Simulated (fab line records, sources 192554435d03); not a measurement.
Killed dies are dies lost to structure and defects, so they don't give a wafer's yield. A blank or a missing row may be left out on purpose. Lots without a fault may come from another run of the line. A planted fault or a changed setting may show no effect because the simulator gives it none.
Chamber matching | flow n5_finfet | N5_BEOL_M5_ALD_86 on ald_metal-04: 4 sister chambers
The step deposits TaN, pulse time 2 s, purge time 3 s, co reactant purge time 2 s. 8 wafers are shown with their chamber, then 9 later ones without.

WAFERS WITH THEIR CHAMBER
wafer  | chamber | heater_power_w (W) | mfc_carrier_sccm (sccm)
L078.6 | 1       | 447                | 1502
L079.5 | 1       | 452                | 1504
L081.2 | 3       | 433                | 1497
L081.3 | 0       | 406                | 1507
L081.4 | 2       | 399                | 1501
L085.2 | 3       | 438                | 1489
L085.3 | 2       | 389                | 1499
L085.6 | 0       | 408                | 1493

WAFERS WITHOUT THEIR CHAMBER
wafer  | heater_power_w (W) | mfc_carrier_sccm (sccm)
L086.1 | 398                | 1502
L086.3 | 407                | 1497
L086.4 | 433                | 1501
L087.1 | 431                | 1490
L087.2 | 390                | 1500
L087.3 | 454                | 1498
L095.1 | 429                | 1497
L095.2 | 407                | 1497
L095.4 | 449                | 1498

WHICH CHAMBER EACH WENT THROUGH
wafer  | from the rows above     | in truth
L086.1 | can't be placed: 2 or 0 | 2
L086.3 | 0                       | 0
L086.4 | 3                       | 3
L087.1 | 3                       | 3
L087.2 | 2                       | 2
L087.3 | 1                       | 1
L095.1 | 3                       | 3
L095.2 | 0                       | 0
L095.4 | 1                       | 1
Placed correctly: 8 of 9. Can't be placed from these rows: 1 (the true chamber is among the candidates in 1). Placed wrongly: 0.
How it was worked out, from the rows above alone: a wafer's distance from a chamber is the root of the sum, over the readings, of the square of ((its reading less the chamber's mean) divided by the reading's scatter). The wafer belongs to the nearest chamber; if the next one is less than 2 further off, it can't be placed. A chamber's mean is the mean of its shown wafers. The scatter: the root of (the sum of the squares of (reading less its chamber's mean) over the shown wafers, divided by (wafers less chambers)).
